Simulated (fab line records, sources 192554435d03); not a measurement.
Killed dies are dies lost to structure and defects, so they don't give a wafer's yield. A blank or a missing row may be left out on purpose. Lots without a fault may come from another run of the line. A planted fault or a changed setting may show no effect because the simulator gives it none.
Chamber matching | flow n5_finfet | N5_BEOL_M3_DESCUM_16 on rie_diel-02: 4 sister chambers
The step chemistry O2, time 7 s. 8 wafers are shown with their chamber, then 8 later ones without.

WAFERS WITH THEIR CHAMBER
wafer  | chamber | showerhead_plenum_p_Torr (Torr) | throttle_valve_pct (%)
L081.2 | 0       | 2.02                            | 20.27
L085.1 | 0       | 2.02                            | 20.29
L085.2 | 2       | 2.09                            | 20.49
L085.4 | 1       | 2.20                            | 20.16
L088.1 | 2       | 2.09                            | 20.51
L088.2 | 1       | 2.20                            | 20.17
L088.6 | 3       | 1.96                            | 20.39
L086.2 | 3       | 1.95                            | 20.39

WAFERS WITHOUT THEIR CHAMBER
wafer  | showerhead_plenum_p_Torr (Torr) | throttle_valve_pct (%)
L086.4 | 2.02                            | 20.31
L086.6 | 2.02                            | 20.30
L096.2 | 2.01                            | 20.33
L096.3 | 1.95                            | 20.41
L096.4 | 2.08                            | 20.52
L097.1 | 2.19                            | 20.20
L097.4 | 2.19                            | 20.21
L097.6 | 2.01                            | 20.32

WHICH CHAMBER EACH WENT THROUGH
wafer  | from the rows above | in truth
L086.4 | 0                   | 0
L086.6 | 0                   | 0
L096.2 | 0                   | 0
L096.3 | 3                   | 3
L096.4 | 2                   | 2
L097.1 | 1                   | 1
L097.4 | 1                   | 1
L097.6 | 0                   | 0
Placed correctly: 8 of 8. Can't be placed from these rows: 0. Placed wrongly: 0.
How it was worked out, from the rows above alone: a wafer's distance from a chamber is the root of the sum, over the readings, of the square of ((its reading less the chamber's mean) divided by the reading's scatter). The wafer belongs to the nearest chamber; if the next one is less than 2 further off, it can't be placed. A chamber's mean is the mean of its shown wafers. The scatter: the root of (the sum of the squares of (reading less its chamber's mean) over the shown wafers, divided by (wafers less chambers)).
